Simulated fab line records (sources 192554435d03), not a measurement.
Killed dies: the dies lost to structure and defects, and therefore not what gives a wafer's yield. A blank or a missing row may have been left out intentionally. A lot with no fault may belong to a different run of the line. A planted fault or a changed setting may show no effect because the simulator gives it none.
A struck lot beside a sound one + flow n5Finfet + 36 steps out of a route of 1938
Sound: wafers L583.1, L583.2, L583.6. Struck: wafers L589.2, L589.3, L589.5. The cause is given at the end.
Per side, at each step with rows, come the tool, then ch with its chambers, and then its first start. Under that, the readings that differ: sound wafers + struck wafers + difference of the means + sigmas: that difference in standard deviations of wafers without a fault.
alike: a reading whose means differ by less than 2 such deviations, as well as words and numbers matching on both sides. not compared: withheld readings; readings where some wafer has no value; bounds like >300 that might hide an equal value; numbers whose values overlap and for which the record gives no deviation.
The two part at a step that has a row with sigmas, a row that says differs or no value, or rows on one side only. Numbers that have no deviation but don't overlap get no sigmas and don't part them. A reading missing from all wafers of one side parts the sides only when that side holds two or more wafers.

first, 9 steps without rows for these wafers: N5_BEOL_M4_ANNEAL_95 (time 240 s); N5_BEOL_M4_SPUTTER_96 (material Cu, target thk 4.5 nm, time 8.29 s); N5_BEOL_M4_ECD_50 (material Cu, target thk 300 nm); N5_BEOL_M4_ANNEAL_51 (time 90 s); N5_BEOL_M4_CMP_52 (polishes, stops on SiOC, t overpolish 6.8 s, target thk 40 nm); N5_BEOL_M4_PRE_CLEAN_60 (time 15 s); N5_BEOL_M4_CO_CAP_55 (material Co, precursor CCTBA/H2, target thk 2 nm, time 102.1 s); N5_BEOL_M4_PRE_CLEAN_56 (time 15 s); N5_BEOL_M4_DEP_57 (deposits SiCN from 3MS/NH3, target thk 8 nm, time 14 s).
N5_BEOL_M4_RC_MEAS_101:
  sound on prober-01 ch 0, day 9 16:57; struck on prober-01 ch 0, day 11 14:52
| reading        | sound          | struck         | difference | sigmas |
|----------------|----------------|----------------|------------|--------|
| IOFF_P (nA/um) | 0.19 0.24 0.17 | 0.28 0.41 0.29 | +0.13      | +3     |
| VT_P (mV)      | -254 -247 -254 | -244 -240 -242 | +10        | +3     |
  alike: DIBL_N, DIBL_P, IOFF_N, ION_N, ION_P, SS_N, SS_P, VT_N
then, 24 steps without rows for these wafers: N5_BEOL_M5_ILD_DEP_00 (deposits SiCOH lowk from DEMS/porogen, target thk 140.64 nm, time 25.9 s); N5_BEOL_M5_CURE_79 (cures SiCOH lowk, time 240 s); N5_BEOL_M5_PECVD_70 (deposits SiO2 from TEOS/O2, target thk 16 nm, time 18 s); N5_BEOL_M5_HM_DEP_02 (deposits TiN, target thk 20 nm); N5_BEOL_M5_COAT_59 (time 60 s, resist thk 60 nm); N5_BEOL_M5_COAT_60 (time 60 s, resist thk 12 nm); N5_BEOL_M5_COAT_71 (time 60 s, resist thk 5 nm); N5_BEOL_M5_COAT_05 (resist thk 30 nm); N5_BEOL_M5_EBR_07; N5_BEOL_M5_SOFTBAKE_06 (time 60 s); N5_BEOL_M5_EXPOSE_08 (exposes mask M5, target cd 28 nm); N5_BEOL_M5_PEB_09 (peb time 60 s); N5_BEOL_M5_DEVELOP_10 (develop time 30 s); N5_BEOL_M5_DESCUM_16 (chemistry O2, time 7 s); N5_BEOL_M5_ETCH_72 (etches underlayer in N2/H2, target depth 6.5 nm, time 5.2 s); N5_BEOL_M5_ETCH_61 (etches SiARC in CF4, target depth 15.6 nm, time 26 s); N5_BEOL_M5_ETCH_62 (etches SOC in N2/H2, target depth 75 nm, overetch 15 nm, time 112.5 s); N5_BEOL_M5_STRIP_63 (strips in N2/H2); N5_BEOL_M5_STRIP_73 (strips in N2/H2); N5_BEOL_M5_STRIP_64 (strips in CF4); N5_BEOL_M5_HM_OPEN_17 (chemistry Cl2/BCl3, target TiN, target depth 20 nm, overetch 6 nm); N5_BEOL_M5_STRIP_19 (strips in O2); N5_BEOL_M5_COAT_65 (time 60 s, resist thk 60 nm); N5_BEOL_M5_COAT_66 (time 60 s, resist thk 12 nm).
-- the record jumps here: 5 days lie between the struck wafers' starts before and after (it left off in module BEOL_M5 and takes up again in module PASSIVATION, whose first step shown is number 1936 of the route) --
N5_PASSIVATION_PECVD_01: deposits SiNx from SiH4/NH3/N2, target thk 200 nm, time 43.2 s.
  sound on pecvd-02 ch 0,1, day 13 22:16; struck on pecvd-02 ch 1,2, day 16 03:58
  alike: heaterPowerW, showerheadPlenumPTorr, throttleValvePct
N5_PASSIVATION_PROBE_49:
  sound on prober-01, day 14 06:21; struck on prober-01, day 16 12:49
| reading                | sound          | struck         | difference | sigmas      |
|------------------------|----------------|----------------|------------|-------------|
| defectLimitedYield (%) | 90.8 90.4 89.4 | 66.3 64.3 62.6 | -25.8      | -22         |
| killedAtOther          | 7 2 2          | 318 319 333    | +320       | +99 or more |
| killedDies             | 109 113 125    | 398 421 441    | +304       | +20         |
| killedOnRim            | 19 20 18       | 152 152 152    | +133       | +37         |
| sortNPass              | 1071 1067 1055 | 782 759 739    | -304       | -20         |
| sortYieldPct (%)       | 90.8 90.4 89.4 | 66.3 64.3 62.6 | -25.8      | -22         |
  alike: killed_at_M0_to_M3, killed_at_M4_up, killedAtContacts, killedAtFrontEnd, killedOpen, killedShort, sort_bin_5_function, sort_bin_6_memory

== WHERE THEY PART ==
Last at N5_PASSIVATION_PROBE_49 as far as this record goes, first at N5_BEOL_M4_RC_MEAS_101.

WHY: what the simulator had put in
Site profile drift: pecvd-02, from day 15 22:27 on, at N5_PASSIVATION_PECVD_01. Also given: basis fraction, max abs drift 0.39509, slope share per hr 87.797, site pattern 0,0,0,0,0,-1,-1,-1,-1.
